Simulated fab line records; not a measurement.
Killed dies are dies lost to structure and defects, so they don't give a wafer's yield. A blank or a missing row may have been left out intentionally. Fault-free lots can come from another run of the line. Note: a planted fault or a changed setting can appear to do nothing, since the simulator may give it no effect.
Comparing a struck lot with a sound one -- flow n5_finfet -- 15 out of 1938 route steps
Sound: wafers L511.1, L511.2, L511.6. Struck: wafer L523.4 (left out: L523.1, a lot-mate that was not struck); the cause follows at the end.
For every step that has rows: the tool of each side, followed by ch and its chambers, followed by its first start. Under that, the readings that differ: sound wafers -- struck wafers -- difference of the means -- sigmas: that difference in standard deviations of wafers without a fault.
alike: a reading whose means differ by less than 2 such deviations, as well as words and numbers matching on both sides. not compared: withheld readings; readings where some wafer has no value; bounds like >300 that might hide an equal value; numbers whose values overlap and for which the record gives no deviation.
The two part at a step that has a row with sigmas, a row that says differs or no value, or rows on one side only. Numbers that have no deviation but don't overlap get no sigmas and don't part them. Lack of a reading on every wafer of one side parts them only where that side has two or more wafers.

N5_BEOL_M2_ETCH_41: etches SiCN in CH3F/O2, target depth 29.9 nm, time 52.5 s.
  sound on rie_diel-02 ch 2,3; struck on rie_diel-04 ch 3
  alike: chamber_pressure_mTorr, drypump_motor_current_A, oes_product_au, rf_vpp_V, showerhead_plenum_p_Torr, throttle_valve_pct
  not compared: rf_hours_counter_h
N5_BEOL_M2_STRIP_97: strips in N2/H2, time 10 s.
  sound on rie_diel-02 ch 2,3; struck on rie_diel-04 ch 3
  alike: chamber_pressure_mTorr, drypump_motor_current_A, h2_flow_sccm, n2_flow_sccm, oes_product_au, rf_vpp_V, showerhead_plenum_p_Torr, throttle_valve_pct
  not compared: rf_hours_counter_h
N5_BEOL_M2_OCD_MEAS_38:
  sound: ocd-01 at day 7 03:47; struck: ocd-02 at day 10 10:05
  alike: trench_depth_nm
then, 4 steps without rows for these wafers: N5_BEOL_M2_HM_STRIP_39 (strips TiN in peroxide tin strip, target depth 25 nm, time 158 s); N5_BEOL_M2_SRD_40 (time 30 s); N5_BEOL_M2_PRECLEAN_42 (cleans in residue remover, time 60 s); N5_BEOL_M2_SRD_43 (time 30 s).
N5_BEOL_M2_CD_MEAS_35: target cd 18 nm, target cd y 22.2 nm.
  sound: cd_sem-02 at day 7 03:56; struck: cd_sem-01 at day 10 10:14
  alike: cd_nm
then, 1 step without rows for these wafers: N5_BEOL_M2_DEGAS_44 (time 60 s).
N5_BEOL_M2_PRE_CLEAN_45: time 30 s.
  sound: pvd_sputter-02 at day 7 04:19; struck: pvd_sputter-02 at day 10 10:41
  alike: heater_power_w
then, 1 step without rows for these wafers: N5_BEOL_M2_ALD_84 (deposits TaN, pulse time 2 s, purge time 3 s, co reactant purge time 2 s).
N5_BEOL_M2_SURFACE_TREAT_85:
  sound: pvd_sputter-02 at day 7 04:43; struck: pvd_sputter-02 at day 10 11:05
  not compared: pressure_mtorr, throttle_valve_pct
N5_BEOL_M2_CVD_47: deposits Co from CCTBA/H2, target thk 3 nm, time 223.8 s.
  sound on cvd_co-02 ch 0,1,2, day 7 04:47; struck on cvd_co-01 ch 0, day 10 11:09
reading,sound,struck,difference,sigmas
run_length_s (s),246.5 247.1 247.1,415.4,+168.5,+99 or more
N5_BEOL_M2_SPUTTER_48: material Cu, target thk 4.5 nm, time 8.29 s.
  sound: pvd_sputter-03 at day 7 04:56; struck: pvd_sputter-02 at day 10 11:27
  alike: throttle_valve_pct
N5_BEOL_M4_RC_MEAS_101:
  sound on prober-01 ch 0, day 8 05:14; struck on prober-01 ch 0, day 11 07:11
  alike: DIBL_N, DIBL_P, IOFF_N, IOFF_P, ION_N, ION_P, SS_N, SS_P, VT_N, VT_P

== WHERE THEY PART ==
N5_BEOL_M2_CVD_47 only, going by this record. Later steps at which nothing parts them and some readings are alike: N5_BEOL_M2_SPUTTER_48, N5_BEOL_M4_RC_MEAS_101.

WHY: what had been put in by the simulator
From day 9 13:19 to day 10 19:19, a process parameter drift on cvd_co-01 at N5_BEOL_M2_CVD_47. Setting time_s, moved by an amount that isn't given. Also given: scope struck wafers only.
